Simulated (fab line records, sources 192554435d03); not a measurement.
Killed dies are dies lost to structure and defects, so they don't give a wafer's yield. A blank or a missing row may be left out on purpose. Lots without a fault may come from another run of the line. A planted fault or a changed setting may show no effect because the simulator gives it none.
Chamber matching | flow n5_finfet | N5_PASSIVATION_PECVD_35 on pecvd-04: 3 sister chambers
The step deposits SiNx from SiH4/NH3/N2, target thk 700 nm, time 151.3 s. 6 wafers are shown with their chamber, then 8 later ones without.

WAFERS WITH THEIR CHAMBER
wafer  | chamber | throttle_valve_pct (%) | heater_power_w (W)
L228.1 | 2       | 27.4                   | 577
L228.6 | 0       | 28.4                   | 257
L224.2 | 2       | 27.7                   | 516
L224.5 | 1       | 27.4                   | 358
L224.6 | 0       | 28.3                   | 322
L226.1 | 1       | 27.4                   | 430

WAFERS WITHOUT THEIR CHAMBER
wafer  | throttle_valve_pct (%) | heater_power_w (W)
L226.3 | 27.5                   | 501
L226.5 | 28.4                   | 196
L229.2 | 28.6                   | 233
L229.5 | 27.9                   | 552
L229.6 | 27.5                   | 351
L234.1 | 27.7                   | 437
L234.2 | 28.5                   | 296
L234.3 | 27.2                   | 422

WHICH CHAMBER EACH WENT THROUGH
wafer  | from the rows above     | in truth
L226.3 | can't be placed: 2 or 1 | 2
L226.5 | 0                       | 0
L229.2 | 0                       | 0
L229.5 | 2                       | 2
L229.6 | 1                       | 1
L234.1 | can't be placed: 1 or 2 | 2
L234.2 | 0                       | 0
L234.3 | 1                       | 1
Placed correctly: 6 of 8. Can't be placed from these rows: 2 (the true chamber is among the candidates in 2). Placed wrongly: 0.
How it was worked out, from the rows above alone: a wafer's distance from a chamber is the root of the sum, over the readings, of the square of ((its reading less the chamber's mean) divided by the reading's scatter). The wafer belongs to the nearest chamber; if the next one is less than 2 further off, it can't be placed. A chamber's mean is the mean of its shown wafers. The scatter: the root of (the sum of the squares of (reading less its chamber's mean) over the shown wafers, divided by (wafers less chambers)).
